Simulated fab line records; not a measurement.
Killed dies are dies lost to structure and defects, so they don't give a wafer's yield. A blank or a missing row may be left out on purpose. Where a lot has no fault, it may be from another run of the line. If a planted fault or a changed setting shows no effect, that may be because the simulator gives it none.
Matching of chambers :: flow n5 finfet :: 4 sister chambers for N5_BEOL_M1_STRIP_19 on rie diel-02
The step strips in O2. 14 wafers are shown with their chamber, then 7 later ones without.

== WAFERS WITH THEIR CHAMBER ==
wafer: L074.1
chamber: 3
drypump motor current A (A): 6.3
throttle valve pct (%): 16.58
oes product au (a.u.): 0.86

wafer: L074.3
chamber: 2
drypump motor current A (A): 6.0
throttle valve pct (%): 16.86
oes product au (a.u.): 0.75

wafer: L074.6
chamber: 3
drypump motor current A (A): 6.3
throttle valve pct (%): 16.59
oes product au (a.u.): 0.86

wafer: L075.1
chamber: 0
drypump motor current A (A): 5.1
throttle valve pct (%): 16.48
oes product au (a.u.): 0.89

wafer: L075.3
chamber: 2
drypump motor current A (A): 6.0
throttle valve pct (%): 16.86
oes product au (a.u.): 0.74

wafer: L075.4
chamber: 3
drypump motor current A (A): 6.3
throttle valve pct (%): 16.59
oes product au (a.u.): 0.87

wafer: L077.2
chamber: 0
drypump motor current A (A): 5.0
throttle valve pct (%): 16.51
oes product au (a.u.): 0.88

wafer: L077.5
chamber: 0
drypump motor current A (A): 5.0
throttle valve pct (%): 16.50
oes product au (a.u.): 0.88

wafer: L077.6
chamber: 2
drypump motor current A (A): 6.0
throttle valve pct (%): 16.85
oes product au (a.u.): 0.73

wafer: L079.3
chamber: 0
drypump motor current A (A): 5.0
throttle valve pct (%): 16.51
oes product au (a.u.): 0.88

wafer: L079.5
chamber: 1
drypump motor current A (A): 5.8
throttle valve pct (%): 17.11
oes product au (a.u.): 0.70

wafer: L079.6
chamber: 2
drypump motor current A (A): 6.0
throttle valve pct (%): 16.84
oes product au (a.u.): 0.74

wafer: L082.2
chamber: 2
drypump motor current A (A): 6.0
throttle valve pct (%): 16.88
oes product au (a.u.): 0.73

wafer: L082.4
chamber: 1
drypump motor current A (A): 5.8
throttle valve pct (%): 17.13
oes product au (a.u.): 0.70

SIGNATURES, as means of the wafers listed above
reading: drypump motor current A
chamber 0: 5.025
chamber 1: 5.800
chamber 2: 6.000
chamber 3: 6.300
scatter within a chamber: 0.0274

reading: throttle valve pct
chamber 0: 16.5000
chamber 1: 17.1200
chamber 2: 16.8580
chamber 3: 16.5867
scatter within a chamber: 0.0132

reading: oes product au
chamber 0: 0.8825
chamber 1: 0.7000
chamber 2: 0.7380
chamber 3: 0.8633
scatter within a chamber: 0.00649
Rule: a wafer's distance from a chamber is the root of the sum, over the readings, of the square of ((its reading less the chamber's mean) divided by the reading's scatter). The wafer belongs to the nearest chamber; if the next one is less than 2 further off, it can't be placed. The scatter is the square root of a quotient: the sum, over the shown wafers, of each reading's squared deviation from its chamber's mean, divided by wafers minus chambers.

== WAFERS WITH NO CHAMBER GIVEN ==
wafer: L082.5
drypump motor current A (A): 6.0
throttle valve pct (%): 16.87
oes product au (a.u.): 0.73

wafer: L084.1
drypump motor current A (A): 6.0
throttle valve pct (%): 16.90
oes product au (a.u.): 0.72

wafer: L084.2
drypump motor current A (A): 5.0
throttle valve pct (%): 16.54
oes product au (a.u.): 0.88

wafer: L084.3
drypump motor current A (A): 5.8
throttle valve pct (%): 17.13
oes product au (a.u.): 0.70

wafer: L092.1
drypump motor current A (A): 5.8
throttle valve pct (%): 16.71
oes product au (a.u.): 1.01

wafer: L092.4
drypump motor current A (A): 5.0
throttle valve pct (%): 16.56
oes product au (a.u.): 0.84

wafer: L092.5
drypump motor current A (A): 5.0
throttle valve pct (%): 16.56
oes product au (a.u.): 0.83

== EACH ONE'S CHAMBER ==
wafer: L082.5
from the rows above: 2
in truth: 2

wafer: L084.1
from the rows above: 2
in truth: 2

wafer: L084.2
from the rows above: 0
in truth: 0

wafer: L084.3
from the rows above: 1
in truth: 1

wafer: L092.1
from the rows above: 3
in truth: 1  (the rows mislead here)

wafer: L092.4
from the rows above: 0
in truth: 0

wafer: L092.5
from the rows above: 0
in truth: 0
Placed correctly: 6 of 7. Not placeable from these rows: 0. Number placed wrongly: 1.
